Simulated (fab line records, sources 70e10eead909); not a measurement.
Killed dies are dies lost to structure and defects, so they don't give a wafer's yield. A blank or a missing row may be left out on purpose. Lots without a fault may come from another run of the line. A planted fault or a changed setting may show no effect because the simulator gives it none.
One fault seen from 2 desks | flow nand_harc | each desk has only its own numbers; what lay behind them comes last

THE METROLOGY DESK
What the gauges read, lot by lot, whatever tool the lot ran on: means of the sampled wafers that have a number. A lot is out of limits, marked OUT, if its mean lies more than 4 standard deviations from the usual mean; the brackets give that distance.
Columns: A = cd_nm at NHARC_A_CONTACT_CD_MEAS_53, usual 289.6 nm
lot  | first seen here | A
L609 | day 22 04:05    | 288.6
L611 | day 22 12:52    | 288.5
L612 | day 22 16:49    | 289.9
L613 | day 23 18:18    | 289.9
L615 | day 24 09:29    | 290.4
L614 | day 24 09:45    | 289.0
L621 | day 25 19:50    | 289.8
L619 | day 25 21:06    | 289.0
L623 | day 27 21:23    | 289.0
L626 | day 29 03:46    | 289.0
L627 | day 29 04:36    | 290.1
L630 | day 30 02:02    | 289.0
L631 | day 30 19:10    | 290.0
L632 | day 31 14:03    | 289.7
This desk's finding: nothing out of limits on any of the 14 lots.

THE TOOL OWNER'S DESK: litho_track-04
The tool's own readings at NHARC_A_CONTACT_SOFTBAKE_64 (time 55 s): means of the sampled wafers that have a number, for each lot that ran on this tool. A lot is out of limits, marked OUT, if its mean lies more than 4 standard deviations from the usual mean; the brackets give that distance.
Columns: A = chill_plate_temp_C at NHARC_A_CONTACT_SOFTBAKE_64, usual 23.01 C; B = heater_power_total_W at NHARC_A_CONTACT_SOFTBAKE_64, usual 188.45 W
lot  | first seen here | A     | B
L613 | day 24 00:00    | 23.06 | 188.39
L615 | day 24 18:00    | 23.00 | 188.46
L626 | day 29 14:00    | 23.10 | 199.33 (+78) OUT
L627 | day 29 14:00    | 23.07 | 199.40 (+78) OUT
This desk's finding: out of limits on L626, L627; first on L626, day 29 14:00 (heater_power_total_W at NHARC_A_CONTACT_SOFTBAKE_64). In limits: L613, L615.

PUT TOGETHER
The tool owner's desk could have raised an alarm at day 29 14:00, on L626, L627.
The metrology desk saw nothing out of limits.
The metrology desk has L626, L627 on record, within its limits.
Of the lots named, all ran NHARC_A_CONTACT_SOFTBAKE_64 on litho_track-04.

WHAT THE SIMULATOR HAD PUT IN
Process parameter drift: litho_track-04, from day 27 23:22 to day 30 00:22, at NHARC_A_CONTACT_SOFTBAKE_64. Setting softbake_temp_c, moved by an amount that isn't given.
Lots struck among those shown: L626, L627.
Hours from the fault's start to each desk's first reading out of limits: the tool owner's desk, 39.
